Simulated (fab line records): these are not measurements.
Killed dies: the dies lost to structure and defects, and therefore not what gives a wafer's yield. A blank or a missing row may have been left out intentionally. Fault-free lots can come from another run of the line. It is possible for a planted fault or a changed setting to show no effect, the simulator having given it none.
The tool behind it: which one?    flow n5-finfet    66 wafers from 22 lots sampled at 6 of the route's 1938 steps

## WHAT THE GAUGES READ, wafer by wafer
Not one reading of a measure or inspect step in the record can be checked against a usual standard deviation.

## EACH LOT AND THE TOOL THAT RAN IT (in order: tool; ch and the chambers of the sampled wafers; start)
lot   N5_BEOL_M5_ETCH_68                  N5_BEOL_M5_VIA_ETCH_34              N5_BEOL_M5_SURFACE_TREAT_87   N5_BEOL_M5_SPUTTER_81         N5_BEOL_M5_CO_CAP_78              N5_BEOL_M6_STRIP_19
L074  rie-diel-02 ch 0,1,2, day 9 13:45   rie-diel-02 ch 0,1,2, day 9 13:51   pvd-sputter-01, day 9 15:22   pvd-sputter-03, day 9 16:45   cvd-co-01 ch 1,2, day 9 21:04     rie-diel-03 ch 0,1, day 10 01:41
L076  rie-diel-02 ch 0,1,3, day 9 19:14   rie-diel-02 ch 0,1,3, day 9 19:20   pvd-sputter-01, day 9 20:37   pvd-sputter-02, day 9 22:01   cvd-co-01 ch 1,2, day 10 02:09    rie-diel-06 ch 0,2, day 10 06:04
L075  rie-diel-04 ch 0,1,2, day 9 19:17   rie-diel-04 ch 0,1,2, day 9 19:23   pvd-sputter-02, day 9 20:51   pvd-sputter-03, day 9 23:29   cvd-co-01 ch 0,1,2, day 10 03:57  rie-diel-06 ch 0,2,3, day 10 06:31
L079  rie-diel-02 ch 0,1,3, day 10 00:31  rie-diel-02 ch 0,1,3, day 10 00:37  pvd-sputter-02, day 10 01:46  pvd-sputter-02, day 10 03:41  cvd-co-01 ch 0,1,2, day 10 07:49  rie-diel-06 ch 0,2,3, day 10 10:02
L077  rie-diel-04 ch 0,2,3, day 10 00:41  rie-diel-04 ch 0,2,3, day 10 00:47  pvd-sputter-02, day 10 02:02  pvd-sputter-03, day 10 05:44  cvd-co-01 ch 0,1,2, day 10 09:55  rie-diel-01 ch 1,2,3, day 10 15:04
L081  rie-diel-04 ch 0,3, day 10 04:29    rie-diel-04 ch 0,3, day 10 04:35    pvd-sputter-01, day 10 05:41  pvd-sputter-02, day 10 08:07  cvd-co-01 ch 1,2, day 10 12:15    rie-diel-01 ch 0,1, day 10 15:08
L082  rie-diel-04 ch 1,3, day 10 07:26    rie-diel-04 ch 1,3, day 10 07:32    pvd-sputter-01, day 10 09:10  pvd-sputter-01, day 10 10:28  cvd-co-02 ch 0,2, day 10 14:36    rie-diel-01 ch 0,2,3, day 10 17:38
L080  rie-diel-04 ch 0,2,3, day 10 07:52  rie-diel-04 ch 0,2,3, day 10 07:58  pvd-sputter-02, day 10 11:28  pvd-sputter-02, day 10 12:52  cvd-co-01 ch 0,2, day 10 18:32    rie-diel-06 ch 1,3, day 10 21:26
L078  rie-diel-02 ch 0,2,3, day 11 09:47  rie-diel-02 ch 0,2,3, day 11 09:53  pvd-sputter-01, day 11 11:49  pvd-sputter-01, day 11 13:30  cvd-co-02 ch 1,2, day 11 17:51    rie-diel-03 ch 0,1,3, day 11 20:49
L084  rie-diel-05 ch 0,1, day 11 12:46    rie-diel-05 ch 0,1, day 11 12:52    pvd-sputter-02, day 11 14:26  pvd-sputter-01, day 11 18:00  cvd-co-02 ch 0,1, day 11 22:40    rie-diel-03 ch 0,1,2, day 12 01:31
L085  rie-diel-04 ch 0,1, day 11 17:58    rie-diel-04 ch 0,1, day 11 18:04    pvd-sputter-03, day 11 19:33  pvd-sputter-03, day 11 20:55  cvd-co-01 ch 0,1,2, day 12 01:20  rie-diel-01 ch 1,3, day 12 04:46
L086  rie-diel-04 ch 0,1,3, day 11 20:19  rie-diel-04 ch 0,1,3, day 11 20:25  pvd-sputter-02, day 11 21:37  pvd-sputter-02, day 11 23:02  cvd-co-02 ch 0,1,2, day 12 03:13  rie-diel-03 ch 1,2, day 12 07:42
L087  rie-diel-04 ch 1,3, day 12 18:10    rie-diel-04 ch 1,3, day 12 18:16    pvd-sputter-01, day 12 20:01  pvd-sputter-02, day 12 21:25  cvd-co-01 ch 0,2, day 13 01:32    rie-diel-01 ch 0,2,3, day 13 05:03
L088  rie-diel-05 ch 1,2,3, day 12 18:14  rie-diel-05 ch 1,2,3, day 12 18:20  pvd-sputter-01, day 12 20:35  pvd-sputter-01, day 12 21:55  cvd-co-02 ch 0,1,2, day 13 02:04  rie-diel-03 ch 1,2,3, day 13 05:29
L089  rie-diel-05 ch 0,2, day 12 20:16    rie-diel-05 ch 0,2, day 12 20:22    pvd-sputter-03, day 12 21:48  pvd-sputter-03, day 12 23:12  cvd-co-02 ch 0,1,2, day 13 03:20  rie-diel-03 ch 0,1,2, day 13 05:58
L090  rie-diel-04 ch 0,1, day 13 00:49    rie-diel-04 ch 0,1, day 13 00:55    pvd-sputter-01, day 13 02:25  pvd-sputter-03, day 13 04:02  cvd-co-02 ch 0,1,2, day 13 08:10  rie-diel-01 ch 1,2,3, day 13 12:22
L091  rie-diel-02 ch 1,3, day 13 15:55    rie-diel-02 ch 1,3, day 13 16:02    pvd-sputter-01, day 13 17:20  pvd-sputter-02, day 13 18:43  cvd-co-01 ch 1,2, day 13 22:51    rie-diel-03 ch 0,1,3, day 14 01:38
L092  rie-diel-04 ch 0,1,2, day 13 15:59  rie-diel-04 ch 0,1,2, day 13 16:05  pvd-sputter-03, day 13 19:22  pvd-sputter-01, day 13 21:04  cvd-co-01 ch 0,1, day 14 01:17    rie-diel-01 ch 0,1, day 14 05:01
L093  rie-diel-05 ch 0,3, day 13 21:21    rie-diel-05 ch 0,3, day 13 21:27    pvd-sputter-02, day 13 22:54  pvd-sputter-02, day 14 00:25  cvd-co-01 ch 1,2, day 14 04:33    rie-diel-03 ch 0,2,3, day 14 07:13
L095  rie-diel-05 ch 0,1,2, day 14 00:35  rie-diel-05 ch 0,1,2, day 14 00:41  pvd-sputter-03, day 14 02:43  pvd-sputter-03, day 14 04:08  cvd-co-02 ch 0,1,2, day 14 08:52  rie-diel-03 ch 1,2,3, day 14 12:00
L097  rie-diel-02 ch 1,2,3, day 14 16:04  rie-diel-02 ch 1,2,3, day 14 16:10  pvd-sputter-02, day 14 18:11  pvd-sputter-02, day 14 19:29  cvd-co-01 ch 0,1,2, day 14 23:37  rie-diel-06 ch 0,2,3, day 15 04:16
L096  rie-diel-04 ch 0,1,2, day 14 16:47  rie-diel-04 ch 0,1,2, day 14 16:53  pvd-sputter-03, day 14 18:49  pvd-sputter-03, day 14 20:14  cvd-co-01 ch 0,1,2, day 15 00:28  rie-diel-06 ch 0,1,2, day 15 04:19
- N5_BEOL_M5_ETCH_68: etches SOC in N2/H2, target depth 80 nm, overetch 16 nm, time 120 s.
- N5_BEOL_M5_VIA_ETCH_34: etches SiCOH lowk in C4F6/O2, target depth 88.3 nm, time 39.2 s.
- N5_BEOL_M5_SURFACE_TREAT_87
- N5_BEOL_M5_SPUTTER_81: material Cu, target thk 15 nm, time 27.62 s.
- N5_BEOL_M5_CO_CAP_78: material Co, precursor CCTBA/H2, target thk 2 nm, time 102.1 s.
- N5_BEOL_M6_STRIP_19: strips in O2.

## AS READ BY THE TOOLS THEMSELVES (means over the sampled wafers that have a number; for cases with no such wafer, the mark the record gives instead)
N5_BEOL_M5_ETCH_68. Usual: drypump-motor-current-A 5.67 A, standard deviation 0.29; oes-product-au 0.60 a.u., standard deviation 0.075; rf-vpp-V 523.8 V, standard deviation 2.5; showerhead-plenum-p-Torr 2.54 Torr, standard deviation 0.087; temp-c 40.01 C, standard deviation 0.12; throttle-valve-pct 17.82 %, standard deviation 0.21.
lot   tool         drypump-motor-current-A (A)  oes-product-au (a.u.)  rf-vpp-V (V)  showerhead-plenum-p-Torr (Torr)  temp-c (C)  throttle-valve-pct (%)  flag
L074  rie-diel-02  5.63                         0.53                   524.9         2.56                             40.02       17.94                   
L076  rie-diel-02  5.54                         0.60                   523.1         2.51                             40.04       17.86                   
L075  rie-diel-04  5.81                         0.61                   524.4         2.56                             39.95       17.83                   
L079  rie-diel-02  5.55                         0.60                   523.8         2.51                             39.94       17.86                   
L077  rie-diel-04  5.66                         0.61                   522.1         2.48                             39.96       17.93                   
L081  rie-diel-04  5.57                         0.54                   520.6         2.44                             39.95       18.12                   
L082  rie-diel-04  5.79                         0.55                   523.9         2.57                             39.92       17.97                   
L080  rie-diel-04  5.65                         0.60                   522.5         2.48                             40.10       17.92                   
L078  rie-diel-02  5.50                         0.65                   523.2         2.51                             39.85       17.78                   
L084  rie-diel-05  5.19                         0.61                   525.2         2.56                             40.12       17.62                   
L085  rie-diel-04  5.84                         0.54                   525.4         2.60                             39.97       17.95                   
L086  rie-diel-04  5.71                         0.54                   523.8         2.52                             40.13       18.05                   
L087  rie-diel-04  5.66                         0.53                   522.0         2.48                             39.92       18.10                   
L088  rie-diel-05  5.77                         0.62                   525.8         2.61                             39.93       17.69                   
L089  rie-diel-05  5.71                         0.55                   522.6         2.52                             40.03       17.61                   
L090  rie-diel-04  5.78                         0.54                   525.0         2.55                             39.99       18.03                   
L091  rie-diel-02  5.61                         0.68                   523.5         2.52                             39.95       17.69                   
L092  rie-diel-04  5.79                         0.59                   524.1         2.55                             39.96       17.87                   
L093  rie-diel-05  5.98                         0.63                   526.2         2.64                             40.14       17.85                   
L095  rie-diel-05  5.44                         0.57                   524.6         2.53                             40.08       17.63                   
L097  rie-diel-02  5.66                         0.67                   524.0         2.56                             40.08       17.62                   
L096  rie-diel-04  5.81                         0.58                   523.6         2.55                             39.98       17.88                   

N5_BEOL_M5_VIA_ETCH_34. Usual: drypump-motor-current-A 5.66 A, standard deviation 0.29; oes_o_777_au 0.77 a.u., standard deviation 0.097; oes-product-au 0.78 a.u., standard deviation 0.1; rf-vpp-V 670 V, standard deviation 7.2; showerhead-plenum-p-Torr 2.84 Torr, standard deviation 0.094; throttle-valve-pct 20.87 %, standard deviation 0.21.
lot   tool         drypump-motor-current-A (A)  oes_o_777_au (a.u.)  oes-product-au (a.u.)  rf-vpp-V (V)  showerhead-plenum-p-Torr (Torr)  throttle-valve-pct (%)  flag
L074  rie-diel-02  5.62                         0.69                 0.68                   670           2.85                             20.90                   
L076  rie-diel-02  5.53                         0.77                 0.78                   669           2.80                             20.88                   
L075  rie-diel-04  5.82                         0.77                 0.79                   671           2.87                             20.91                   
L079  rie-diel-02  5.54                         0.77                 0.78                   669           2.80                             20.90                   
L077  rie-diel-04  5.63                         0.77                 0.78                   670           2.78                             21.01                   
L081  rie-diel-04  5.56                         0.70                 0.71                   676           2.73                             21.16                   
L082  rie-diel-04  5.79                         0.69                 0.71                   674           2.86                             20.92                   
L080  rie-diel-04  5.64                         0.77                 0.78                   671           2.78                             21.00                   
L078  rie-diel-02  5.48                         0.85                 0.85                   671           2.80                             20.78                   
L084  rie-diel-05  5.17                         0.79                 0.79                   669           2.87                             20.73                   
L085  rie-diel-04  5.87                         0.68                 0.71                   675           2.91                             21.00                   
L086  rie-diel-04  5.70                         0.69                 0.70                   675           2.82                             21.09                   
L087  rie-diel-04  5.64                         0.69                 0.70                   674           2.77                             21.04                   
L088  rie-diel-05  5.75                         0.81                 0.82                   667           2.91                             20.77                   
L089  rie-diel-05  5.68                         0.71                 0.71                   661           2.83                             20.76                   
L090  rie-diel-04  5.76                         0.68                 0.70                   676           2.86                             21.16                   
L091  rie-diel-02  5.59                         0.87                 0.90                   667           2.83                             20.80                   
L092  rie-diel-04  5.81                         0.74                 0.76                   671           2.86                             20.95                   
L093  rie-diel-05  6.00                         0.80                 0.83                   680           2.95                             20.91                   
L095  rie-diel-05  5.42                         0.74                 0.75                   665           2.84                             20.77                   
L097  rie-diel-02  5.66                         0.87                 0.88                   669           2.87                             20.69                   
L096  rie-diel-04  5.79                         0.72                 0.75                   670           2.85                             20.95                   

N5_BEOL_M5_SURFACE_TREAT_87. Usual: ar-flow-sccm reads 29.98 sccm (standard deviation 0.089).
lot   tool            ar-flow-sccm (sccm)  flag
L074  pvd-sputter-01  29.96                
L076  pvd-sputter-01  29.99                
L075  pvd-sputter-02  29.96                
L079  pvd-sputter-02  29.95                
L077  pvd-sputter-02  30.03                
L081  pvd-sputter-01  30.07                
L082  pvd-sputter-01  29.92                
L080  pvd-sputter-02  29.90                
L078  pvd-sputter-01  29.96                
L084  pvd-sputter-02  29.94                
L085  pvd-sputter-03  29.95                
L086  pvd-sputter-02  30.01                
L087  pvd-sputter-01  29.98                
L088  pvd-sputter-01  29.85                
L089  pvd-sputter-03  29.86                
L090  pvd-sputter-01  29.95                
L091  pvd-sputter-01  29.99                
L092  pvd-sputter-03  30.03                
L093  pvd-sputter-02  30.05                
L095  pvd-sputter-03  29.99                
L097  pvd-sputter-02  29.99                
L096  pvd-sputter-03  30.02                

N5_BEOL_M5_SPUTTER_81. Usual: susceptor-temp-C -20.01 C, standard deviation 0.12; throttle-valve-pct 30.1 %, standard deviation 1.4.
lot   tool            susceptor-temp-C (C)  throttle-valve-pct (%)  flag
L074  pvd-sputter-03  -20.07                29.6                    
L076  pvd-sputter-02  -19.96                30.1                    
L075  pvd-sputter-03  -20.15                29.0                    
L079  pvd-sputter-02  -20.17                29.9                    
L077  pvd-sputter-03  -20.02                32.5                    
L081  pvd-sputter-02  -20.08                30.5                    
L082  pvd-sputter-01  -19.96                29.9                    
L080  pvd-sputter-02  -20.07                30.1                    
L078  pvd-sputter-01  -19.82                29.6                    
L084  pvd-sputter-01  -19.91                30.3                    
L085  pvd-sputter-03  -20.03                29.1                    
L086  pvd-sputter-02  -20.01                30.5                    
L087  pvd-sputter-02  -19.97                29.9                    
L088  pvd-sputter-01  -20.21                30.4                    
L089  pvd-sputter-03  -19.92                28.1                    
L090  pvd-sputter-03  -19.92                28.7                    
L091  pvd-sputter-02  -20.02                31.0                    
L092  pvd-sputter-01  -19.98                29.6                    
L093  pvd-sputter-02  -20.00                30.1                    
L095  pvd-sputter-03  -20.02                28.8                    
L097  pvd-sputter-02  -20.06                30.6                    
L096  pvd-sputter-03  -19.92                28.1                    

N5_BEOL_M5_CO_CAP_78. Usual: heater-power-w 234 W, standard deviation 9.1; susceptor-temp-C 200.00 C, standard deviation 0.16.
lot   tool       heater-power-w (W)  susceptor-temp-C (C)  flag
L074  cvd-co-01  226                 200.07                
L076  cvd-co-01  232                 199.99                
L075  cvd-co-01  234                 200.04                
L079  cvd-co-01  235                 200.09                
L077  cvd-co-01  239                 200.05                
L081  cvd-co-01  234                 200.17                
L082  cvd-co-02  229                 199.82                
L080  cvd-co-01  231                 200.18                
L078  cvd-co-02  239                 200.04                
L084  cvd-co-02  236                 200.11                
L085  cvd-co-01  235                 200.11                
L086  cvd-co-02  230                 200.06                
L087  cvd-co-01  231                 199.99                
L088  cvd-co-02  235                 199.93                
L089  cvd-co-02  233                 199.97                
L090  cvd-co-02  233                 199.92                
L091  cvd-co-01  228                 200.04                
L092  cvd-co-01  237                 199.95                
L093  cvd-co-01  231                 200.14                
L095  cvd-co-02  231                 199.88                
L097  cvd-co-01  235                 199.91                
L096  cvd-co-01  236                 199.82                

N5_BEOL_M6_STRIP_19. Usual: for drypump-motor-current-A, 5.7 A with a standard deviation of 0.42; for o2-flow-sccm, 225.0 sccm with a standard deviation of 0.62; for oes-product-au, 0.81 a.u. with a standard deviation of 0.085; for rf-vpp-V, 3.6 V with a standard deviation of 0.54; for showerhead-plenum-p-Torr, 2.08 Torr with a standard deviation of 0.076; for temp-c, 40.01 C with a standard deviation of 0.12; for throttle-valve-pct, 16.67 % with a standard deviation of 0.25.
lot   tool         drypump-motor-current-A (A)  o2-flow-sccm (sccm)  oes-product-au (a.u.)  rf-vpp-V (V)  showerhead-plenum-p-Torr (Torr)  temp-c (C)  throttle-valve-pct (%)  flag
L074  rie-diel-03  5.4                          225.2                0.77                   4.2           2.04                             40.12       16.54                   
L076  rie-diel-06  5.5                          225.8                0.82                   3.9           2.04                             40.10       16.49                   
L075  rie-diel-06  5.5                          225.9                0.78                   4.1           2.07                             40.07       16.77                   
L079  rie-diel-06  5.5                          225.2                0.78                   3.6           2.07                             39.90       16.78                   
L077  rie-diel-01  6.1                          224.7                0.88                   3.6           2.05                             40.08       16.53                   
L081  rie-diel-01  5.3                          225.3                0.75                   3.5           2.06                             40.01       16.88                   
L082  rie-diel-01  5.5                          225.0                0.78                   3.6           2.05                             40.05       16.74                   
L080  rie-diel-06  5.8                          225.2                0.68                   3.6           2.07                             40.13       16.99                   
L078  rie-diel-03  5.6                          224.9                0.78                   3.3           2.08                             39.82       16.64                   
L084  rie-diel-03  5.6                          224.4                0.84                   3.4           2.13                             40.09       16.56                   
L085  rie-diel-01  6.2                          225.6                0.83                   3.8           2.04                             40.06       16.40                   
L086  rie-diel-03  5.8                          225.0                0.92                   3.6           2.22                             39.90       16.57                   
L087  rie-diel-01  5.6                          225.1                0.85                   3.6           2.04                             40.07       16.62                   
L088  rie-diel-03  5.9                          224.8                0.84                   3.6           2.17                             40.00       16.66                   
L089  rie-diel-03  5.6                          224.9                0.82                   4.1           2.12                             39.99       16.56                   
L090  rie-diel-01  6.0                          224.4                0.83                   3.6           2.04                             39.99       16.59                   
L091  rie-diel-03  5.6                          225.3                0.76                   3.3           2.08                             40.07       16.66                   
L092  rie-diel-01  5.8                          224.5                0.87                   3.3           2.05                             40.02       16.61                   
L093  rie-diel-03  5.6                          225.2                0.77                   3.8           2.11                             40.01       16.77                   
L095  rie-diel-03  5.8                          224.3                0.83                   3.3           2.17                             40.00       16.70                   
L097  rie-diel-06  5.5                          224.9                0.82                   3.9           2.06                             40.06       16.69                   
L096  rie-diel-06  5.5                          225.3                0.82                   3.4           2.05                             39.96       16.60                   

## THE ANSWER, worked out from the rows above alone
Rule: a lot is off if the mean of its wafers that have a number lies more than 3 standard deviations from the usual mean. A lot without any number at a reading at which 4 lots or more have one is off too. The other lots that the step has rows for count as sound. The gauges are gone through in route order, then the tools' own readings, and for those a lot's mean is taken as printed above. The first step at which some lot is off is used, and at that step the reading that is off furthest; a lot without a number counts as furthest.
No lot is off at any reading shown: from this, nothing can be told.

## WHAT HAD BEEN PUT IN BY THE SIMULATOR
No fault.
